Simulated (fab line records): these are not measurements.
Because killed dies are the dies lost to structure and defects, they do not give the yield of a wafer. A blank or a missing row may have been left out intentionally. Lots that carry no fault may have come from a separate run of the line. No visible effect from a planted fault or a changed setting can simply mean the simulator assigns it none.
Split-lot study | flow n5_finfet | 39 wafers read across 7 lots, on a route 1938 steps long

THE SPLIT
At N5_BEOL_M8_DESCUM_16 (chemistry O2, time 7.9 s), the setting time_s was moved away from the recipe's 7.9 s on 15 of the 39 wafers read, by -52.1% to +43.8%. This setting was run at the recipe's value on the other wafers.

There is no step in the file separating the split from the reading.

THE READING
CAR-ArF_of_BEOL_M8_COAT_05.thk_nm (the simulator's own value, which no gauge read), in nm, at N5_BEOL_M8_ETCH_61 (etches SiARC in CF4, target depth 45.5 nm, time 75.8 s). There is no usual value for it anywhere in the file. Across the 24 wafers here that went through the recipe, the average is 50.9 nm and the standard deviation 0.37 nm.

wafer  | tool, chamber at the split | time_s as run, s | against the recipe | CAR-ArF_of_BEOL_M8_COAT_05.thk_nm, nm | against lot-mates on the recipe
L076.1 | rie_diel-04, 0,2,0         | 4.075            | -48.4%             | 53.4                                  | +2.7
L076.3 | rie_diel-04, 0,2,0         | 4.075            | -48.4%             | 53.4                                  | +2.7
L076.2 | rie_diel-04, 3             | 7.9              | recipe             | 50.8                                  | -
L076.6 | rie_diel-04, 2,3           | 7.9              | recipe             | 50.8                                  | -
L076.4 | rie_diel-04, 0,2,0         | 4.075            | -48.4%             | 53.2                                  | +2.5
L076.5 | rie_diel-04, 2,3           | 7.9              | recipe             | 50.6                                  | -
L078.1 | rie_diel-02, 0,1,3         | 10.34            | +30.9%             | 49.2                                  | -1.5
L078.6 | rie_diel-02, 0,1,3         | 10.34            | +30.9%             | 49.2                                  | -1.5
L078.2 | rie_diel-02, 3             | 7.9              | recipe             | 50.4                                  | -
L078.3 | rie_diel-02, 0,1,3         | 10.34            | +30.9%             | 49.4                                  | -1.3
L078.4 | rie_diel-02, 1             | 7.9              | recipe             | 51                                    | -
L078.5 | rie_diel-02, 0             | 7.9              | recipe             | 50.8                                  | -
L083.1 | rie_diel-02, 1,0,3,3       | 7.9              | recipe             | 51.2                                  | -
L083.2 | rie_diel-02, 1,0,3,3       | 7.9              | recipe             | 51.2                                  | -
L083.4 | rie_diel-02, 1,0,3,3       | 7.9              | recipe             | 51.2                                  | -
L083.3 | rie_diel-02, 1,0,3,3       | 7.9              | recipe             | 51                                    | -
L083.5 | rie_diel-02, 1,0           | 7.9              | recipe             | 51.4                                  | -
L083.6 | rie_diel-02, 1,0           | 7.9              | recipe             | 51.4                                  | -
L084.1 | rie_diel-01, 1             | 4.194            | -46.9%             | 53.2                                  | +2.3
L084.2 | rie_diel-01, 2,1           | 4.194            | -46.9%             | 53.2                                  | +2.3
L084.3 | rie_diel-01, 0,3           | 7.9              | recipe             | 50.8                                  | -
L084.4 | rie_diel-01, 0,3           | 7.9              | recipe             | 51                                    | -
L084.6 | rie_diel-01, 2             | 7.9              | recipe             | 51                                    | -
L084.5 | rie_diel-01, 2,1           | 4.194            | -46.9%             | 53                                    | +2.1
L093.1 | rie_diel-01, 0             | 7.9              | recipe             | 50.2                                  | -
L093.2 | rie_diel-01, 2             | 3.785            | -52.1%             | 53.2                                  | +2.7
L093.3 | rie_diel-01, 3             | 3.785            | -52.1%             | 53.4                                  | +2.9
L093.4 | rie_diel-01, 1             | 3.785            | -52.1%             | 53                                    | +2.5
L093.5 | rie_diel-01, 3             | 7.9              | recipe             | 50.6                                  | -
L093.6 | rie_diel-01, 2             | 7.9              | recipe             | 50.6                                  | -
L094.1 | rie_diel-02, 0,2,1         | 11.36            | +43.8%             | 48.2                                  | -2.2
L094.2 | rie_diel-02, 0,2,1         | 11.36            | +43.8%             | 48.2                                  | -2.2
L094.4 | rie_diel-02, 0,2,1         | 11.36            | +43.8%             | 48.2                                  | -2.2
L094.3 | rie_diel-02, 3,1           | 7.9              | recipe             | 50.4                                  | -
L094.5 | rie_diel-02, 2             | 7.9              | recipe             | 50.6                                  | -
L094.6 | rie_diel-02, 3,1           | 7.9              | recipe             | 50.2                                  | -
L096.3 | rie_diel-01, 2,1           | 7.9              | recipe             | 51.2                                  | -
L096.6 | rie_diel-01, 2,1           | 7.9              | recipe             | 51.2                                  | -
L096.5 | rie_diel-01, 0             | 7.9              | recipe             | 51.6                                  | -
When a row names more than one chamber, that row covers several wafers, and the file does not tell which wafer ran in which chamber.

THE FIT
A straight line over all 39 wafers: CAR-ArF_of_BEOL_M8_COAT_05.thk_nm changes by -0.0511 nm for each +1% of time_s; r = -0.97; the points scatter about the line by 0.34 nm.
The same after taking each lot's own level away (the mean of its wafers on the recipe; 39 wafers): -0.0505 nm for each +1%; r = -0.99; scatter 0.17 nm.
That fit puts the effect of the largest move of time_s on the reading at 2.6 nm.
Measured against the standard deviation above, the lots' own levels, which go from 50.40 to 51.33 nm, span 2.5 times it.
Consequently the slope shifts little with the lot-to-lot level, the two slopes agreeing.
Check: with one of the wafers moved furthest among these (-52.1%) left out of the fit, the line predicts +2.64 nm for it against its lot-mates. It came out at +2.73 nm against them.

THESE WAFERS: OTHER SPLITS
Before the reading, these wafers also passed through other splits. Each is held against what the fit with the lots' levels taken away leaves over:
other split on the same wafers    | wafers away from the commonest value | r with CAR-ArF_of_BEOL_M8_COAT_05.thk_nm (lot level and that fit taken away)
N5_BEOL_M6_HM_DEP_02 target_thk_a | 15                                   | +0.11

THE WHOLE CHAIN: every reading that the file lists as answering this split, in the file's order
step                 | what it does                                           | reading                                                                            | change (the file's fit)                | r (the file's)
N5_BEOL_M8_DESCUM_16 | chemistry O2, time 7.9 s                               | CAR-ArF_of_BEOL_M8_COAT_05.thk_nm (the simulator's own value, which no gauge read) | -0.0497 nm for each +1% of the setting | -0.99
N5_BEOL_M8_ETCH_61   | etches SiARC in CF4, target depth 45.5 nm, time 75.8 s | CAR-ArF_of_BEOL_M8_COAT_05.thk_nm (the simulator's own value, which no gauge read) | -0.0507 nm for each +1% of the setting | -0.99

THE FILE'S OWN FIT
CAR-ArF_of_BEOL_M8_COAT_05.thk_nm changes by -0.0507 nm for each +1% of time_s, r = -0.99.
